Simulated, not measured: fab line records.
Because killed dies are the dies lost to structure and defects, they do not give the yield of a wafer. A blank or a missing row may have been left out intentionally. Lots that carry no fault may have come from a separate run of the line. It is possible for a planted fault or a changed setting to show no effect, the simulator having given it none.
fab line records ; flow n5_finfet
[record] lots = 4; wafers = 12; last_day = 17
route steps=1938 shown SD_EPI_P@300 SD_ACTIVATION@330 BEOL_M4@1111 PASSIVATION@1936
lots with no fault: from the same line, run without faults
start_h: start of the lot's first displayed wafer, in hours after the record's first day ; wait_h: how many hours have passed since the lot's step before this one ; " identical to the entry in the row above ; L1.1+2: a single row standing in for several wafers ; - value missing, or start not given ; * or withheld: withheld ; < > ~ a bound
route shown NAME@n: names a module that has steps shown in the file, with the first one's number in the route ; usual: average and standard deviation across the fault-free wafers ; same: alike in all rows ; chamber/n: place in a boat ; sites: each site's reading ; _std_site: the values' standard deviation ; _edge_site: outer sites' mean less inner sites' ; radius_mm: how far each site lies from the wafer's centre ; mask NAME#n: copy n ; behind: the most recent tool/chamber to have shaped the wafer ; hold: the reason the lot was held/the length of the hold in hours/how it ended ; device: names the non-switching transistor (n, p or np) ; end of line: the same wafers' tests at the end of the route ; for a step that has no rows: nothing shown but its recipe ; killed: dies lost to structure and defects at the first sort, not the wafer's yield ; map: shows each die of a wafer: x if killed, . if not, _ if none is there
set.NAME: the run value of the setting; set.NAME@STEP: its run value at that earlier step ; model.NAME: the simulator's own value behind a step, which no gauge read
a table for each step, a row for each wafer; lots at some steps of the route
[[steps]]
[step N5_SD_EPI_P_EXPOSE_06]
[recipe] mask_id = SD_P_BLK; na = 1.35; source_shape = conventional; sigma_outer = 0.8; polarization = unpolarized; target_cd_nm = 240; dose_mj = 39.5
[step N5_SD_EPI_P_PEB_07]
[recipe] peb_temp_c = 110; peb_time_s = 60; resist = CAR-ArF-block
[step N5_SD_EPI_P_DEVELOP_08]
[recipe] develop_time_s = 30; developer = TMAH; resist = CAR-ArF-block; dev_temp_c = 23; rinse_liquid = diw; dry = air_spin
[step N5_SD_EPI_P_DESCUM_14]
[recipe] chemistry = O2; time_s = 7.9; source_power_w = 50; bias_power_w = 20; pressure_mtorr = 20; rf_frequency_hz = 2.712e+07; temp_c = 40; resist = CAR-ArF-block; o2_flow_sccm = 225
[step N5_SD_EPI_P_ETCH_36]
[recipe] chemistry = CF4; target = SiARC; target_depth_a = 455; mask_material = CAR-ArF-block; time_s = 75.8; ion_energy_ev = 80; pressure_mtorr = 40; source_w = 545; bias_w = 36; Ar_flow_sccm = 100; cf4_flow_sccm = 100; ends = cleared
[step N5_SD_EPI_P_ETCH_37]
[recipe] chemistry = N2/H2; target = SOC; overetch_a = 1080; mask_material = SiARC; temp_c = 40; ion_energy_ev = 100; source_w = 3000; bias_w = 133; pressure_mtorr = 20; time_s = 486; n2_flow_sccm = 200; h2_flow_sccm = 200; ends = end_point
[step N5_SD_EPI_P_STRIP_38]
[recipe] chemistry = N2/H2; temp_c = 40; n2_flow_sccm = 200; h2_flow_sccm = 200; rf_frequency_hz = 6e+07
[step N5_SD_EPI_P_ETCHBACK_46]
[recipe] chemistry = CH3F/O2; mode = anisotropic_etchback; target = SiNx; target_depth_a = 175; stop_on = SiO2; over_etch_frac = 0.3; ion_energy_ev = 120; pressure_mtorr = 30; source_w = 395; bias_w = 73; Ar_flow_sccm = 150; CH3F_flow_sccm = 30; O2_flow_sccm = 20
[step N5_SD_EPI_P_ETCH_47]
[recipe] chemistry = CH3F/O2; target = SiOCN; target_depth_a = 250; mask_material = SOC; ion_energy_ev = 60; bias_w = 29; pressure_mtorr = 30; source_w = 410; Ar_flow_sccm = 150; CH3F_flow_sccm = 30; O2_flow_sccm = 20
[step N5_SD_EPI_P_ETCH_16]
[recipe] chemistry = CHF3/O2; target = SiO2; target_depth_a = 50; mask_material = SOC; pressure_mtorr = 30; source_w = 650; bias_w = 170; Ar_flow_sccm = 200; CHF3_flow_sccm = 50; O2_flow_sccm = 5; ion_energy_ev = 200
[usual] chamber_pressure_mTorr = 30.00/0.03; drypump_motor_current_A = 5.9/0.33; oes_product_au = 0.79/0.073; rf_vpp_V = 526/6.1; showerhead_plenum_p_Torr = 2.41/0.092; throttle_valve_pct = 18.93/0.27
lot.wafer;tool;chamber;start_h;wait_h;chamber_pressure_mTorr;drypump_motor_current_A;oes_product_au;rf_hours_counter_h;rf_vpp_V;showerhead_plenum_p_Torr;throttle_valve_pct
L438.1;rie_diel-03;2;95.89;0.1;29.98;5.9;0.72;194;531;2.40;19.25
L438.3;rie_diel-03;0;95.89;0.1;30.02;5.9;0.86;44;527;2.44;18.98
L438.5;rie_diel-03;3;95.89;0.1;30.03;5.6;0.88;-;533;2.56;18.39
L439.1;rie_diel-03;0;104.91;0.1;29.98;5.8;0.86;45;530;2.44;18.98
L439.2;rie_diel-03;2;104.91;0.1;29.97;5.9;0.72;196;529;2.40;19.26
L439.4;rie_diel-03;3;104.91;0.1;30.03;5.6;0.88;26;534;2.56;18.38
L450.2;rie_diel-01;0;168.52;0.1;30.03;5.9;0.77;126;516;2.42;18.94
L450.5;rie_diel-01;3;168.52;0.1;29.97;6.0;0.74;-;518;2.41;18.98
L450.6;rie_diel-01;0;168.52;0.1;30.01;5.9;0.78;-;517;2.42;18.93
L452.1;rie_diel-03;0;181.19;0.1;30.01;5.9;0.82;69;528;2.43;19.02
L452.5;rie_diel-03;0;181.19;0.1;29.97;5.8;0.81;-;530;2.43;19.02
L452.6;rie_diel-03;3;181.19;0.1;30.05;5.6;0.83;-;534;2.55;18.42
[step N5_SD_EPI_P_STRIP_50]
[recipe] chemistry = CHF3/O2; resist = SiARC; rf_frequency_hz = 6e+07
[step N5_SD_EPI_P_SD_RECESS_17]
[recipe] chemistry = HBr/Cl2/O2; target_depth_a = 391; bt_time_s = 3; pressure_mtorr = 10; icp_w = 800; bias_w = 112; HBr_flow_sccm = 150; Cl2_flow_sccm = 80; O2_flow_sccm = 12
[step N5_SD_EPI_P_WET_ETCH_45]
[recipe] chemistry = dHF; dilution = withheld; time_s = 10.7; target = SiO2; target_depth_a = 20; temp_c = 25; dry = ipa_marangoni; rinse_time_s = 30; rinse_temp_c = 23
[step N5_SD_EPI_P_STRIP_40]
[recipe] chemistry = N2/H2; power_w = 1000; temp_c = 250; h2_frac = 0.65; overash_fraction = 0.3; pressure_mtorr = withheld; n2_flow_sccm = 1750; h2_flow_sccm = 3250
[step N5_SD_EPI_P_PRECLEAN_52]
[recipe] chemistry = O3/DIW; time_s = 60; temp_c = 22; o3_ppm = 10
[step N5_SD_EPI_P_SRD_20]
[recipe] dry = ipa_marangoni; do_ppb = 5; time_s = 30; temp_c = 23; rinse_liquid = diw
[step N5_SD_EPI_P_PRECLEAN_51]
[recipe] chemistry = NF3:NH3; afs_cycles = 1; temp_c = 30; time_s = 20; sublimation_temp_c = 180; sublimation_time_s = 60; pressure_torr = 3; rf_power_w = 30
[step N5_SD_EPI_P_VAPOR_ETCH_44]
[recipe] chemistry = NF3/Ar; target = SiGe30; temp_c = 25; time_s = 3.3; mode = isotropic
[step N5_SD_EPI_P_EPI_21]
[recipe] material = SiGe:B; dopant = B; temp_c = 550; pressure_torr = 20; ambient = H2; time_s = 355
[step N5_SD_EPI_P_HM_STRIP_48]
[recipe] chemistry = H3PO4; temp_c = 160; material = SiNx; target = SiNx; target_depth_a = 30; overetch_fraction = 0.3
[step N5_SD_EPI_P_SRD_49]
[recipe] dry = ipa_marangoni; time_s = 30; temp_c = 23; rinse_liquid = diw
[step N5_SD_EPI_P_PRECLEAN_24]
[recipe] chemistry = O3/DIW; time_s = 45; temp_c = 22; o3_ppm = 10
[step N5_SD_EPI_P_PRECLEAN_32]
[recipe] chemistry = dHF; time_s = 10; dilution = 500:1; temp_c = 25
[step N5_SD_EPI_P_PRECLEAN_33]
[recipe] chemistry = SC2; time_s = 45; temp_c = 35; mix = 1:1:50
[step N5_SD_EPI_P_SRD_25]
[recipe] time_s = 30; temp_c = 23; rinse_liquid = diw; dry = ipa_marangoni
[step N5_SD_EPI_P_INSPECT_26]
[recipe] inspect_instrument = darkfield; mode = post_epi
[usual] raw_defect_count = 186/37
lot.wafer;tool;chamber;start_h;wait_h;raw_defect_count
L438.1;defect_inspect-01;-;99.00;0.0;205
L438.3;defect_inspect-01;-;99.00;0.0;1023
L438.5;defect_inspect-01;-;99.00;0.0;265
L439.1;defect_inspect-02;-;108.12;0.0;1102
L439.2;defect_inspect-02;-;108.12;0.0;232
L439.4;defect_inspect-02;-;108.12;0.0;188
L450.2;defect_inspect-01;-;171.64;0.0;210
L450.5;defect_inspect-01;-;171.64;0.0;222
L450.6;defect_inspect-01;-;171.64;0.0;250
L452.1;defect_inspect-02;-;184.30;0.0;204
L452.5;defect_inspect-02;-;184.30;0.0;126
L452.6;defect_inspect-02;-;184.30;0.0;134
[step N5_SD_ACTIVATION_RTA_00]
[recipe] temp_c = 975; time_s = 0; ambient = N2; idle_temp_c = 600; ramp_up_c_per_s = 150; ramp_down_c_per_s = 60; cool_to_c = 600
[step N5_BEOL_M4_RC_MEAS_101]
[usual] DIBL_N = 35.8/1.5; DIBL_P = 35.8/1.7; IOFF_N = 0.151/0.022; IOFF_P = 0.204/0.027; ION_N = 673/8.6; ION_P = 462/5.4; SS_N = 71.4/0.54; SS_P = 73.3/0.56; VT_N = 250.5/2.6; VT_P = -251/3.1
lot.wafer;tool;chamber;start_h;wait_h;DIBL_N[mV/V];DIBL_P[mV/V];IOFF_N[nA/um];IOFF_P[nA/um];ION_N[uA/um];ION_P[uA/um];SS_N[mV/dec];SS_P[mV/dec];VT_N[mV];VT_P[mV]
L438.1;prober-01;0;215.69;0.0;34.5;33.9;0.128;0.189;653;454;71.4;72.8;253.5;-253
L438.3;prober-01;0;215.69;0.0;34.4;34.0;0.131;0.204;666;463;71.6;72.8;251.6;-250
L438.5;prober-01;0;215.69;0.0;35.5;35.2;0.143;0.216;664;458;71.8;73.4;252.8;-249
L439.1;prober-02;0;226.62;0.0;35.4;35.4;0.145;0.207;673;462;70.7;73.0;249.1;-248
L439.2;prober-02;0;226.62;0.0;36.2;36.1;0.162;0.213;673;466;71.8;73.3;249.1;-252
L439.4;prober-02;0;226.62;0.0;36.0;36.8;0.155;0.227;667;465;71.5;73.5;249.0;-248
L450.2;prober-01;0;293.73;0.2;35.5;35.7;0.156;0.230;677;467;72.0;73.4;250.6;-248
L450.5;prober-01;0;293.73;0.2;35.6;36.3;0.162;0.245;680;471;71.4;73.6;246.8;-245
L450.6;prober-01;0;293.73;0.2;34.3;33.7;0.130;0.202;665;462;70.9;73.6;249.4;-248
L452.1;prober-01;0;296.84;0.0;33.8;33.9;0.130;0.184;671;465;71.2;73.5;252.7;-252
L452.5;prober-01;0;296.84;0.0;34.7;35.5;0.150;0.209;674;468;71.1;73.5;250.8;-248
L452.6;prober-01;0;296.84;0.0;33.0;33.6;0.123;0.182;676;464;70.5;73.9;251.0;-252
[step N5_PASSIVATION_PROBE_49]
[usual] defect_limited_yield = 91.3/1.4; killed_at_M0_to_M3 = 33/10; killed_at_M4_up = 15/6.1; killed_at_contacts = 12/6.7; killed_at_front_end = 39/11; killed_at_other = 4/3.3; killed_dies = 103/16; killed_on_rim = 14/4; killed_open = 68/12; killed_short = 34/7.2; sort_bin_5_function = 5.1/0.88; sort_bin_6_memory = 3.3/0.67; sort_n_pass = 1077/16; sort_yield_pct = 91.3/1.4
[same] gross_dies = 1180; killed_at_back_side = 0; sort_bin_4_leakage[%] = 0; sort_bin_8_speed[%] = 0
lot.wafer;tool;chamber;start_h;wait_h;defect_limited_yield[%];killed_at_M0_to_M3;killed_at_M4_up;killed_at_contacts;killed_at_front_end;killed_at_other;killed_dies;killed_on_rim;killed_open;killed_short;sort_bin_5_function[%];sort_bin_6_memory[%];sort_n_pass;sort_yield_pct[%]
L439.1;prober-02;-;321.42;0.0;81.3;22;16;13;168;2;221;26;54;42;12.0;2.9;959;81.3
L439.2;prober-02;-;321.47;0.1;90.9;32;13;6;55;1;107;15;67;37;5.8;3.2;1073;90.9
L439.4;prober-02;-;321.57;0.2;89.2;34;7;8;78;0;127;19;83;42;5.8;4.7;1053;89.2
L438.1;prober-02;-;329.17;0.0;89.6;34;14;7;63;5;123;19;81;42;6.4;3.7;1057;89.6
L438.3;prober-02;-;329.27;0.1;81.9;20;14;8;168;3;213;26;47;30;10.1;3.8;967;81.9
L438.5;prober-02;-;329.37;0.2;87.8;44;23;14;57;6;144;25;99;44;7.9;4.2;1036;87.8
L452.1;prober-01;-;401.18;0.0;89.9;36;18;7;56;2;119;13;85;34;5.8;3.7;1061;89.9
L452.5;prober-01;-;401.38;0.2;91.0;35;22;4;43;2;106;14;68;35;5.3;3.6;1074;91.0
L452.6;prober-01;-;401.43;0.3;90.3;38;10;9;54;4;115;23;81;33;6.5;3.0;1065;90.3
// killed by level:class
L439.1 SD_EPI_P:unspecified=124 STI_FIN_REVEAL:geometric_particle:open=12 FIN_SAQP:geometric_particle:short=11 MOL_CONTACT_COAG:geometric_particle:open=9 FIN_SAQP:geometric_particle:open=6 BEOL_M1:geometric_particle:open=6 GATE_CUT:geometric_particle:short=6 BEOL_M4:geometric_particle:open=5
L439.2 STI_FIN_REVEAL:geometric_particle:open=12 GATE_CUT:geometric_particle:short=11 BEOL_M0_SAQP:geometric_particle:open=9 BEOL_M1:geometric_particle:open=6 FIN_SAQP:geometric_particle:open=5 FIN_SAQP:geometric_particle:short=5 BEOL_M0_SAQP:geometric_particle:short=5 DUMMY_GATE:geometric_particle:open=4
L439.4 STI_FIN_REVEAL:geometric_particle:open=25 FIN_SAQP:geometric_particle:open=14 FIN_SAQP:geometric_particle:short=13 BEOL_M1:geometric_particle:open=7 GATE_CUT:geometric_particle:short=7 BEOL_M0_SAQP:geometric_particle:open=7 MOL_CONTACT_COAG:geometric_particle:open=6 BEOL_M0_SAQP:geometric_particle:short=6
L438.1 FIN_SAQP:geometric_particle:open=26 FIN_SAQP:geometric_particle:short=12 BEOL_M0_SAQP:geometric_particle:short=9 MOL_CONTACT_COAG:geometric_particle:open=7 BEOL_M2:geometric_particle:open=7 BEOL_M3:geometric_particle:open=7 BEOL_M4:geometric_particle:open=6 GATE_CUT:geometric_particle:short=5
L438.3 SD_EPI_P:unspecified=136 GATE_CUT:geometric_particle:short=7 MOL_CONTACT_COAG:geometric_particle:open=7 STI_FIN_REVEAL:geometric_particle:open=6 BEOL_M4:geometric_particle:open=6 FIN_SAQP:geometric_particle:open=5 BEOL_M0_SAQP:geometric_particle:short=5 BEOL_M2:geometric_particle:open=5
L438.5 FIN_SAQP:geometric_particle:open=15 MOL_CONTACT_COAG:geometric_particle:open=11 BEOL_M2:geometric_particle:open=11 BEOL_M0_SAQP:geometric_particle:open=10 BEOL_M0_SAQP:geometric_particle:short=10 BEOL_M4:geometric_particle:open=10 FIN_SAQP:geometric_particle:short=7 GATE_CUT:geometric_particle:open=7
L452.1 FIN_SAQP:geometric_particle:open=15 STI_FIN_REVEAL:geometric_particle:open=8 BEOL_M0_SAQP:geometric_particle:open=8 MOL_CONTACT_COAG:geometric_particle:open=7 BEOL_M2:geometric_particle:open=7 FIN_SAQP:geometric_particle:short=6 GATE_CUT:geometric_particle:short=6 BEOL_M4:geometric_particle:open=6
L452.5 FIN_SAQP:geometric_particle:open=10 BEOL_M4:geometric_particle:open=10 FIN_SAQP:geometric_particle:short=7 STI_FIN_REVEAL:geometric_particle:open=7 BEOL_M1:geometric_particle:open=6 BEOL_M0_SAQP:geometric_particle:open=6 BEOL_M1:geometric_particle:short=6 BEOL_M3:geometric_particle:open=6
L452.6 FIN_SAQP:geometric_particle:open=21 FIN_SAQP:geometric_particle:short=11 BEOL_M0_SAQP:geometric_particle:short=11 BEOL_M0_SAQP:geometric_particle:open=11 MOL_CONTACT_COAG:geometric_particle:open=8 BEOL_M1:geometric_particle:open=7 BEOL_M4:geometric_particle:open=6 STI_FIN_REVEAL:geometric_particle:open=6
// map L438.3 (x killed, . not)
_________________............________________
______________.................._____________
___________........................__________
__________..................x..x...._________
________..................x......x...._______
_______.x........................x...x.______
______.........................x.x......_____
_____.........................x.........x____
____............x.x.................x.....___
___...x....................x..............x__
___........................................__
__..........x........x.x...................._
__.......................x.......x....x.x..._
_......x.............x.......x...x......x.x..
_.......................x..............x.....
_...x..................xx..........x.....x...
_.............x.x........................x...
_......x.........................x..x....x...
_...................x........x.....x.....x...
_x........x..................................
_...x............x............x..........x..x
__...............x...x......................_
__.........xx.xxxx..xx...........x....x....._
___......x..xxxxxxxxx.....x.x..............__
___.......xxxxxxxxxxxxx.x.......x..........__
____.....xxxxxxxxxxxxxx..............x..x.___
_____.....xxxxxxxxxxxxxx..........x...x..____
______.x.xxxxxxxxxxxxxx..........x......_____
_______.xxxxxxxxxxxxx.x...........x....______
________.xxxxxxxxxxxxxxx.xx..........._______
__________xxxxxxxxxx.xxx...x........_________
___________.xxxxxxxxxx.............__________
______________xxxxxx.xx.x......._____________
_________________xxxx...x...x________________
// map L439.1 (x killed, . not)
_________________.......x....________________
______________.................._____________
___________.x...x.........x........__________
__________...x.............x.x..x..._________
________.............................._______
_______..................x....x........______
______...................x..........x..._____
_____...x........xx..................x...____
____.......x....x...x...........x.........___
___.............x............x.............__
___x...x....x..x....xx.x.........x......x..__
__.x.................x...x.................._
__....x....x....x..........x...........x...._
_...x....x............x..........x...........
_....................xx......x...............
_...xx...........................xx..xx......
_..x......xx....x.....................x......
_..x...x.................x.x...x.x....x......
_..x.......................x.................
_x............x.......x...........x..........
_....x......................x................
__............x..x.....x..x................._
__..x......xx...x.x........................._
___....xx.x.xx.xxxx.x......................__
___..x.....xx.xxxxxxxx..x........x.....x...__
____.....xxxxxxxxxxxxx..x......x.....x..x.___
_____..x.xxxxxxxxxxxxx.x..x............x.____
______.xxxxxxxxxxxxxxxx.........xx......_____
_______x.xxxxxxxxxxxxx.x...............______
________xxxxxxxxxxxxxxxx.............._______
__________xxxxxxxxxxxx.........x...._________
___________xxxxxxxxxxx.............__________
______________xxxx.x............_____________
_________________x.x..x....x.________________
[[key]]
[first_sign] step = N5_SD_EPI_P_INSPECT_26; reading = raw_defect_count; direction = up; sigmas = 24; usual = 186; struck = 1062
[effect] step = N5_PASSIVATION_PROBE_49; reading = killed_at_front_end; direction = up; sigmas = 11; usual = 39; struck = 168
[more_kills_born_at] N5_SD_EPI_P_ETCH_16@rie_diel-03 = 260
met_at N5_SD_EPI_P_ETCH_16
struck_wafers L438.3,L439.1
[fault] kind = chamber_particle_source; tool = rie_diel-03; chamber = 0; onset_h = 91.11; steps = N5_SD_EPI_P_ETCH_16; rate_per_visit_cm2 = 1.3591; end_h = 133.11
